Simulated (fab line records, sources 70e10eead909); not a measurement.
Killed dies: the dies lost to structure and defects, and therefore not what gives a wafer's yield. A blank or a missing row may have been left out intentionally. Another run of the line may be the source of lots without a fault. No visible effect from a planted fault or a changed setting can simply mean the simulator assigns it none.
2 desks looking at one fault || flow nandHarc || every desk sees just its own numbers, and what lay behind them comes last

AT THE METROLOGY DESK
Lot by lot, what the gauges showed, no matter which tool ran the lot: averages of those sampled wafers that carry a number. A lot is out of limits, marked OUT, if its mean lies more than 4 standard deviations from the usual mean; the brackets give that distance.
Columns: A = thkNm at NHARC_A_DECK1_JOINT_THK_MEAS_14, usual 50.6 nm
{"lot": "L107", "first seen here": "day 11 15:51", "A": 50.4}
{"lot": "L109", "first seen here": "day 12 05:50", "A": 50.8}
{"lot": "L110", "first seen here": "day 12 05:50", "A": 52.6}
{"lot": "L113", "first seen here": "day 14 17:06", "A": 51.4}
{"lot": "L121", "first seen here": "day 17 03:53", "A": 50.4}
{"lot": "L122", "first seen here": "day 17 03:53", "A": 50.4}
{"lot": "L126", "first seen here": "day 18 21:29", "A": 49.8}
{"lot": "L125", "first seen here": "day 18 21:30", "A": 48.7}
{"lot": "L124", "first seen here": "day 18 21:38", "A": 51.0}
{"lot": "L127", "first seen here": "day 19 13:10", "A": 49.0}
{"lot": "L128", "first seen here": "day 20 13:53", "A": 51.4}
{"lot": "L129", "first seen here": "day 20 14:02", "A": 50.0}
This desk's finding: nothing out of limits on any of the 12 lots.

FOR THE TOOL OWNER'S DESK: cmp-02
The tool's own readings at NHARC_A_CHANNEL_FILL_D1_CMP_10 (polishes, target thk 150 nm): means of the sampled wafers that have a number, for each lot that ran on this tool. A lot is out of limits, marked OUT, if its mean lies more than 4 standard deviations from the usual mean; the brackets give that distance.
Columns: A = motorCurrentA at NHARC_A_CHANNEL_FILL_D1_CMP_10, usual 11.3 A; B = padLifeWafers at NHARC_A_CHANNEL_FILL_D1_CMP_10, usual 176; C = slurryFilterDpKPa at NHARC_A_CHANNEL_FILL_D1_CMP_10, usual 13.49 kPa; D = timeToEndpointS at NHARC_A_CHANNEL_FILL_D1_CMP_10, usual 15.0 s
{"lot": "L110", "first seen here": "day 11 19:01", "A": 11.7, "B": 43, "C": 13.51, "D": 13.5}
{"lot": "L113", "first seen here": "day 14 05:57", "A": 10.3, "B": 240, "C": 13.41, "D": 17.5}
{"lot": "L121", "first seen here": "day 16 17:04", "A": 11.7, "B": 122, "C": 13.54, "D": 15.5}
{"lot": "L124", "first seen here": "day 18 10:45", "A": 11.8, "B": 242, "C": 13.44, "D": 13.4}
{"lot": "L127", "first seen here": "day 19 02:10", "A": 11.5, "B": 314, "C": 13.45, "D": 13.6}
{"lot": "L129", "first seen here": "day 20 02:55", "A": 11.8, "B": 55, "C": 13.51, "D": 11.7}
This desk's finding: nothing out of limits on any of the 6 lots.

TAKEN TOGETHER
At the metrology desk, nothing out of limits was observed.
The desk of the tool owner found nothing out of limits.

WHAT THE SIMULATOR PUT IN
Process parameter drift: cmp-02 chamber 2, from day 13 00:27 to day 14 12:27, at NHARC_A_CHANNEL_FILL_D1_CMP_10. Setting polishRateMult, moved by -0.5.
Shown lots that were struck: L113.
